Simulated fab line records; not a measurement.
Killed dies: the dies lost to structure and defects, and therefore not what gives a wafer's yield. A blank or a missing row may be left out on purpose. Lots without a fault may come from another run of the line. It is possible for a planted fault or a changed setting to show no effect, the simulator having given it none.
fab line records | flow nand-harc
record: lots: 5 wafers: 15 last-day: 26
route steps=1159 shown P_ZERO_WELL@44 END@1159
lots that met no fault: taken from a fault-free run of the same line
start-h: hours from the record's first day to the start of the lot's first wafer shown | wait-h: time in hours since the lot's previous step | " identical to the entry in the row above | L1.1+2: one row covering several wafers at once | - no value, or no start given | * or withheld: withheld | < > ~ a bound
route shown NAME@n: NAME is a module with steps in the file, n the number in the route of the first one | usual: mean/standard deviation of fault-free wafers | same: alike in all rows | chamber/n: place in a boat | sites: the reading at each site | _std_site: the standard deviation of these | _edge_site: outer sites' mean less inner sites' | radius-mm: for every site, how far away it sits from the centre of the wafer | mask NAME#n: copy n | behind: the most recent tool/chamber to have shaped the wafer | hold: what put the lot on hold/how long, in hours/how the hold closed | device: names the non-switching transistor (n, p or np) | end of line: the route-end tests of the same wafers | step lacking rows: just its recipe | killed: dies lost to structure and defects at the first sort, not the wafer's yield | map: shows each die of a wafer: x if killed, . if not, _ if none is there
set.NAME: setting as actually run; set.NAME@STEP: the setting as run at that earlier step | model.NAME: the simulator's own value behind a step, which no gauge read
lots at selected steps of the route; one table per step, one row per wafer
services: from which hour (start-h, from the record's first day; less than 0 if before it) a tool's chamber was out of use, for how many hours, and why
== steps ==
step: NHARC_P_ZERO_WELL_CD_MEAS_37
recipe: target-cd-nm: 720 landing-energy-ev: 500
usual: cd-nm: 720.7/2
columns lot.wafer tool chamber start-h wait-h cd-nm
L935.1 cd-sem-01 0 52.16 - 723.8
L935.4 " 0 " " 725.8
L935.6 " 0 " " 721.2
L943.3 cd-sem-01 0 100.15 - 719.2
L943.4 " 0 " " 721.9
L943.6 " 0 " " 721.2
L947.2 cd-sem-02 0 124.05 - 718.0
L947.5 " 0 " " 717.3
L947.6 " 0 " " 717.3
L951.1 cd-sem-03 0 148.10 - 720.9
L951.4 " 0 " " 718.8
L951.5 " 0 " " 721.4
L952.1 cd-sem-03 0 154.24 - 719.2
L952.3 " 0 " " 720.3
L952.5 " 0 " " 717.3
step: NHARC_P_ZERO_WELL_HARDBAKE_38
recipe: temp-c: 125 time-s: 80
step: NHARC_P_ZERO_WELL_DESCUM_39
recipe: time-s: 3 o2-flow-sccm: 200 ar-flow-sccm: 0 bias-power-w: 0 chemistry: O2
usual: drypump-motor-current-A: 5.9/0.36 oes-product-au: 1.003/0.011 rf-vpp-V: 57.7/1 showerhead-plenum-p-Torr: 1.89/0.085 throttle-valve-pct: 11.312/0.01
same: mfc-ar-sccm: 0
columns lot.wafer tool chamber start-h wait-h drypump-motor-current-A oes-product-au rf-hours-counter-h rf-vpp-V showerhead-plenum-p-Torr throttle-valve-pct
L935.1 rie-diel-10 1 52.33 - 5.6 1.006 4 58.3 2.02 11.334
L935.4 " 0 " " 6.3 1.004 4 57.7 2.03 11.297
L935.6 " 1 " " 5.6 1.009 - 57.3 2.02 11.301
L943.3 rie-diel-09 1 100.30 - 6.4 0.988 1 56.2 1.80 11.308
L943.4 " 2 " " 5.7 0.988 1 56.9 1.90 11.311
L943.6 " 2 " " 5.7 0.996 - 56.6 1.90 11.316
L947.2 rie-diel-07 1 124.22 - 5.7 1.006 5 58.4 1.91 11.303
L947.6 " 0 " " 5.7 1.020 - 56.7 1.80 11.318
L947.5 " 1 " " 5.7 0.997 - 57.8 1.90 11.305
L951.4 rie-diel-07 0 148.26 - 5.7 1.021 5 57.7 1.80 11.309
L951.1 " 1 " " 5.7 1.001 6 57.7 1.90 11.306
L951.5 " 0 " " 5.7 1.009 - 56.6 1.80 11.325
L952.3 rie-diel-10 3 154.40 - 6.1 1.005 13 56.8 1.79 11.291
L952.1 " 0 " " 6.2 0.995 12 58.8 2.03 11.347
L952.5 " 0 " " 6.2 1.007 - 57.6 2.03 11.309
step: NHARC_P_ZERO_WELL_IMPLANT_40
recipe: energy-kev: 300 dose-cm2: 1e+13 tilt-deg: 7
step: NHARC_P_ZERO_WELL_IMPLANT_59
recipe: energy-kev: 120 dose-cm2: 5e+12 tilt-deg: 7
step: NHARC_P_ZERO_WELL_IMPLANT_60
recipe: energy-kev: 30 dose-cm2: 2e+12 tilt-deg: 7
step: NHARC_P_ZERO_WELL_STRIP_41
recipe: time-s: 840 temp-c: 130 chemistry: SPM
step: NHARC_P_ZERO_WELL_DEHYDRATE_44
recipe: temp-c: 150 time-s: 120
step: NHARC_P_ZERO_WELL_HMDS_45
recipe: time-s: 30
step: NHARC_P_ZERO_WELL_COAT_46
recipe: spin-rpm: withheld
step: NHARC_P_ZERO_WELL_SOFTBAKE_47
recipe: temp-c: 122 time-s: 95
step: NHARC_P_ZERO_WELL_EBR_48
step: NHARC_P_ZERO_WELL_EXPOSE_49
recipe: na: 0.6 target-cd-nm: 2000 dose-mj: 22.64 mask-id: P_HVPW
usual: reticle-temp-C: 23.00/0.094
columns lot.wafer tool chamber start-h wait-h mask reticle-temp-C
L935.1 krf-scanner-04 0 53.66 - P_HVPW#0 22.97
L935.4 " 0 " " P_HVPW#0 22.90
L935.6 " 0 " " P_HVPW#0 22.89
L943.3 krf-scanner-02 0 101.64 - P_HVPW_R1#0 22.95
L943.4 " 0 " " P_HVPW_R1#0 23.06
L943.6 " 0 " " P_HVPW_R1#0 22.96
L947.2 krf-scanner-02 0 125.43 - P_HVPW#0 22.98
L947.5 " 0 " " P_HVPW#0 22.92
L947.6 " 0 " " P_HVPW#0 23.11
L951.1 krf-scanner-04 0 149.46 - P_HVPW#0 23.04
L951.4 " 0 " " P_HVPW#0 23.08
L951.5 " 0 " " P_HVPW#0 23.25
L952.1 krf-scanner-02 0 155.74 - P_HVPW#0 23.00
L952.3 " 0 " " P_HVPW#0 23.08
L952.5 " 0 " " P_HVPW#0 23.03
step: NHARC_P_ZERO_WELL_PEB_50
recipe: peb-temp-c: 118 peb-time-s: 85
step: NHARC_P_ZERO_WELL_DEVELOP_51
recipe: time-s: 70
step: NHARC_P_ZERO_WELL_CD_MEAS_52
recipe: target-cd-nm: 2000 landing-energy-ev: 500
usual: cd-nm: 2000.3/1.7
columns lot.wafer tool chamber start-h wait-h cd-nm
L935.1 cd-sem-01 0 53.82 - 2002.0
L935.4 " 0 " " 2001.0
L935.6 " 0 " " 2000.0
L943.3 cd-sem-01 0 101.79 - 1569.2
L943.4 " 0 " " 1571.2
L943.6 " 0 " " 1571.5
L947.2 cd-sem-01 0 125.58 - 2003.3
L947.5 " 0 " " 2003.3
L947.6 " 0 " " 2001.2
L951.1 cd-sem-01 0 149.62 - 2000.9
L951.4 " 0 " " 2004.8
L951.5 " 0 " " 2000.0
L952.1 cd-sem-02 0 155.91 - 1999.4
L952.3 " 0 " " 2001.3
L952.5 " 0 " " 2000.4
step: NHARC_P_ZERO_WELL_HARDBAKE_53
recipe: temp-c: 125 time-s: 80
step: NHARC_P_ZERO_WELL_DESCUM_54
recipe: time-s: 3 o2-flow-sccm: 200 ar-flow-sccm: 0 bias-power-w: 0 chemistry: O2
usual: drypump-motor-current-A: 5.8/0.36 mfc-ar-sccm: 0.003/0.006 oes-product-au: 1.001/0.011 rf-vpp-V: 57.7/0.8 showerhead-plenum-p-Torr: 1.88/0.064 throttle-valve-pct: 11.311/0.0084
columns lot.wafer tool chamber start-h wait-h drypump-motor-current-A mfc-ar-sccm oes-product-au rf-hours-counter-h rf-vpp-V showerhead-plenum-p-Torr throttle-valve-pct model.P_ZERO_WELL.cd-nm
L935.1 rie-diel-09 2 53.99 - 5.7 0 0.984 10 57.9 1.90 11.330 2003
L935.4 " 3 " " 5.9 0.005 0.988 10 57.3 1.87 11.302 2001
L935.6 " 3 " " 5.9 0.005 0.989 - 56.5 1.87 11.301 2000
L943.3 rie-diel-07 1 101.97 - 5.7 0 1.003 3 58.1 1.91 11.315 1568
L943.4 " 2 " " 5.1 0 1.012 3 57.2 1.83 11.296 1570
L943.6 " 0 " " 5.7 0 1.015 - 58.6 1.80 11.309 1571
L947.2 rie-diel-07 2 125.75 - 5.1 0 1.013 5 58.6 1.83 11.320 2002
L947.6 " 1 " " 5.7 0 1.002 - 57.6 1.91 11.314 2001
L947.5 " 2 " " 5.1 0 1.013 - 57.6 1.83 11.314 2003
L951.4 rie-diel-10 0 149.79 - 6.2 0 0.996 12 57.6 2.03 11.305 2004
L951.1 " 1 " " 5.7 0 1.002 11 57.7 2.02 11.313 2001
L951.5 " 3 " " 6.2 0 1.005 - 56.0 1.79 11.299 2000
L952.3 rie-diel-09 2 156.07 - 5.7 0 0.994 5 57.7 1.90 11.318 2002
L952.1 " 3 " " 5.9 0.005 0.991 6 58.2 1.87 11.309 2000
L952.5 " 2 " " 5.7 0 0.989 - 57.9 1.90 11.306 2002
step: NHARC_P_ZERO_WELL_IMPLANT_55
recipe: energy-kev: 180 dose-cm2: 8e+11 tilt-deg: 7
step: NHARC_END_SORT_01
recipe: temp-c: 25
usual: killed-at-array: 27/11 killed-at-other: 0.6/1 killed-at-periphery: 3.0/2.1 killed-dies: 31/12 killed-open: 3.2/1.7 killed-short: 1.7/1.4
same: gross-dies: 677
columns lot.wafer tool chamber start-h wait-h killed-at-array killed-at-other killed-at-periphery killed-dies killed-open killed-short
L943.3 prober-02 0 541.65 3.1 29 0 583 612 4 1
L943.4 prober-02 0 542.44 3.4 30 0 577 607 3 3
L943.6 prober-02 0 544.04 4.0 32 0 567 599 3 2
L951.1 prober-02 0 587.98 2.5 24 2 0 26 1 5
L951.4 prober-02 0 590.35 3.4 26 2 4 32 5 4
L951.5 prober-02 0 591.13 3.7 17 7 3 27 4 1
killed by level:class
L943.3 P_ZERO_WELL:area-expose=579 A_CHANNEL_HOLE_D1:chamber-film-flake=16 A_CONTACT:chamber-film-flake=8 P_GATE:chamber-film-flake=2 P_ZERO_WELL:geometric-particle:open=1 P_M0:geometric-particle:open=1 A_CHANNEL_HOLE_D1:geometric-particle:short=1 A_SGD_CUT:geometric-particle:open=1
L943.4 P_ZERO_WELL:area-expose=573 A_CHANNEL_HOLE_D1:chamber-film-flake=17 A_CONTACT:chamber-film-flake=5 P_GATE:chamber-film-flake=3 A_STAIRCASE:chamber-film-flake=2 P_CONTACT:geometric-particle:short=1 A_CHANNEL_FILL_D1:geometric-particle:open=1 A_WL_FILL:geometric-particle:short=1
L943.6 P_ZERO_WELL:area-expose=565 A_CHANNEL_HOLE_D1:chamber-film-flake=16 A_CONTACT:chamber-film-flake=7 A_STAIRCASE:chamber-film-flake=4 P_CONTACT:geometric-particle:open=1 A_CHANNEL_HOLE_D1:geometric-particle:open=1 A_CHANNEL_FILL_D1:geometric-particle:short=1 A_CONTACT:geometric-particle:short=1
L951.1 A_CONTACT:chamber-film-flake=7 A_STAIRCASE:chamber-film-flake=5 A_WL_FILL:geometric-particle:short=3 A_CHANNEL_HOLE_D1:chamber-film-flake=3 THIN_TSV:chamber-film-flake=2 A_ONON_D1:geometric-particle:short=1 A_CONTACT:geometric-particle:short=1 A_M0:geometric-particle:open=1
L951.4 A_CHANNEL_HOLE_D1:chamber-film-flake=7 A_CONTACT:chamber-film-flake=6 A_WL_FILL:chamber-film-flake=4 A_CONTACT:geometric-particle:open=3 A_CHANNEL_FILL_D1:geometric-particle:short=2 A_STAIRCASE:chamber-film-flake=2 THIN_TSV:chamber-film-flake=2 P_CONTACT:geometric-particle:short=1
L951.5 A_CHANNEL_HOLE_D1:chamber-film-flake=10 THIN_TSV:chamber-film-flake=5 P_CONTACT:geometric-particle:open=2 A_CONTACT:chamber-film-flake=2 A_SOURCE_PLATE:geometric-particle:open=1 A_WL_FILL:geometric-particle:short=1 P_CONTACT:chamber-film-flake=1 STARTING-WAFER:geometric-particle:open=1
map L943.3 (x killed, . not)
____________x____________
_________xxxxxxx_________
_______xxxxxxxxxxx_______
______xxxxxxxxxxxxx______
_____xxxxxxxxxxxxxxx_____
____xxxxxxxxxxxxxxxxx____
____xxxxxxxxxxxxxxxxx____
___xxxxxxxxx.xxxx.xxxx___
___xxxxxxxxxxx.xxxxxxx___
__xxxxxxxxxxxxxxxxxxxxx__
__xxxxx.xxxxx...xxxxxxx__
_xxxxxxxxxx.x.xx.xx.xxxx_
_xxxxxxxxxxxx.xxxxxxxxxx_
_xxxxxxxxxxxx.xxxxxxxxxx_
_xxxxxxxxx.x..xxxxxxxxxx_
_xxxxxxxx.xxxxxxxxxxxxxx_
xxxxxxxxxxx...xx.xxxxxxxx
xxxxxxxxxxx.xxx.xx.xxxxxx
xxxxxxxxx....xxxxxx.xxxxx
xxxxxxxxxxxxxx.xx.x.xxxxx
xxxxxxxxxxx.xxxx.xxxxxxxx
_xxxxxxxxx.x..x.xxxxx.xx_
_xxxxxx.xxxxxxx.x...xxxx_
_xxxxxxx.xxxx.xxxxx.xx.x_
_xxxxxxxxxx..xx.xx..xxxx_
_xxxxxxxxxxxx.x.xxxxxxxx_
__xxxxxx.xxxxx.xxxx..xx__
__xxxxxxxxxxxx.xxx.xxxx__
___xxxxxxxxx.xxxxxxxxx___
___xxxxxxxxxxx.xxxxxxx___
____xxxxxxxxx.xxxxxxx____
____xxxxxxxx.xxxxxxxx____
_____xxxxxxxxxxxxxxx_____
______xxxxxxxxxxxxx______
_______xxxxxxxxxxx_______
_________xxxxxxx_________
____________x____________
map L947.6 (x killed, . not)
____________.____________
_________...x..._________
_______..........._______
______.............______
_____............x.._____
____.................____
____.................____
___...................___
___...................___
__.....................__
__.....................__
_.................x....._
_............x.........._
_......................._
_......................._
_...........x..x........_
.........................
................x........
x..................x.....
....x............x.......
.........x...............
_.xxxx.................._
_.xx.x...........x......_
_.xx.............x......_
_x.x.x..........x..x...._
_.............xx.xx....x_
__...........x...xxx...__
__..............xxxx...__
___.............xx..x.___
___..............xx.xx___
____.............x.x.____
____.................____
_____..............._____
______..........x..______
_______..........._______
_________......._________
____________.____________
== services ==
columns tool chamber start-h hours kind
rie-diel-07 0 30.35 - clean
rie-diel-07 1 30.35 - clean
rie-diel-07 2 30.35 - clean
rie-diel-07 3 30.35 - clean
krf-scanner-02 - 38.00 4.0 pm
rie-diel-07 2 39.06 5.7 repair
rie-diel-09 1 43.65 9.3 repair
rie-diel-07 - 51.20 9.0 pm
rie-diel-07 0 51.20 9.0 vent-cycle
rie-diel-07 1 51.20 9.0 vent-cycle
rie-diel-07 2 51.20 9.0 vent-cycle
rie-diel-07 3 51.20 9.0 vent-cycle
krf-scanner-04 - 59.09 0.8 repair
rie-diel-07 0 60.20 - clean
rie-diel-07 1 60.20 - clean
rie-diel-07 2 60.20 - clean
rie-diel-09 - 77.10 9.0 pm
krf-scanner-02 - 79.20 5.6 repair
krf-scanner-04 - 94.32 0.2 repair
rie-diel-10 0 98.53 1.6 repair
krf-scanner-02 - 106.36 2.0 repair
krf-scanner-04 - 126.02 4.0 pm
rie-diel-10 0 136.45 6.5 repair
rie-diel-07 - 155.02 0.1 repair
== key ==
first-sign: step: NHARC_P_ZERO_WELL_EXPOSE_49 reading: mask direction: changed
effect: step: NHARC_P_ZERO_WELL_CD_MEAS_52 reading: cd-nm direction: down sigmas: 99+ usual: 2000.3 struck: 1570.6
effect: step: NHARC_END_SORT_01 reading: killed-at-periphery direction: up sigmas: 99+ usual: 3.0 struck: 575.7
model-effect: step: NHARC_P_ZERO_WELL_DESCUM_54 value: P_ZERO_WELL.cd-nm without: 1999 struck: 1570
more-kills-born-at: NHARC_P_ZERO_WELL_EXPOSE_49@krf-scanner-02: 1717
met-at NHARC_P_ZERO_WELL_EXPOSE_49
struck-wafers L943.3,L943.4,L943.6
later-rows-left-out L943.3,L943.4,L943.6
tester-left-out L943
fault: kind: wrong-mask tool: any chamber: - onset-h: 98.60 steps: NHARC_P_ZERO_WELL_EXPOSE_49 aux-copy: P_HVPW_R1#0 cd-offset-nm: -428.68 scope: struck-lots-only
tester-left-out: of these lots the tester's yield and bins aren't shown, on N5 and GAA mostly nor the transistor test; their killed dies are dies lost to structure and defects alone, not to doping, threshold or leakage, so they don't give the yield
later-rows-left-out: the simulator's readings of these wafers behind a module that went badly wrong aren't trusted and aren't shown, but for the sort
